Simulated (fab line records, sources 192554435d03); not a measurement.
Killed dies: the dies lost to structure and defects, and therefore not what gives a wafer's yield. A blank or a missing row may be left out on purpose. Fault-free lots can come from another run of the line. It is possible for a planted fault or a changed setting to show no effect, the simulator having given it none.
Chamber matching -- flow n5 finfet -- N5_BEOL_M3_ALD_98 on ald sin-04: 4 sister chambers
The step deposits SiO2, target thk 2.5 nm, pulse time 1 s, co reactant pulse time 1 s. 8 wafers are shown with their chamber, then 7 later ones without.

WAFERS PAIRED WITH THEIR CHAMBERS
wafer,chamber,heater power w (W),precursor pulse height rel
L076.2,0,74,1.044
L079.2,0,74,1.017
L079.3,3,75,0.979
L079.4,1,76,1.018
L079.5,1,75,0.963
L079.6,2,81,0.989
L081.2,3,74,0.990
L081.3,2,80,0.998

WAFERS MISSING THEIR CHAMBER
wafer,heater power w (W),precursor pulse height rel
L081.4,75,0.970
L084.1,74,0.996
L084.3,81,1.005
L084.6,77,1.002
L093.3,80,1.024
L093.5,77,0.967
L093.6,80,1.020

THE CHAMBER EACH PASSED THROUGH
wafer,from the rows above,in truth
L081.4,can't be placed: 3 or 1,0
L084.1,can't be placed: 3 or 0 or 1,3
L084.3,2,2
L084.6,can't be placed: 1 or 3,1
L093.3,2,2
L093.5,can't be placed: 1 or 3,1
L093.6,2,2
Placed correctly: 3 of 7. These rows do not allow placing 4 (true chamber among the candidates in 3). Placed wrongly: 0.
How it was worked out, from the rows above alone: a wafer's distance from a chamber is the root of the sum, over the readings, of the square of ((its reading less the chamber's mean) divided by the reading's scatter). If the next closest chamber is less than 2 further off than the closest, the wafer can't be placed; otherwise it belongs to the closest. Each chamber's mean is taken over the wafers shown for it. How the scatter is found: for the shown wafers, subtract from each reading the mean of its chamber, square and add these, divide the total by (wafers less chambers), then take the root.
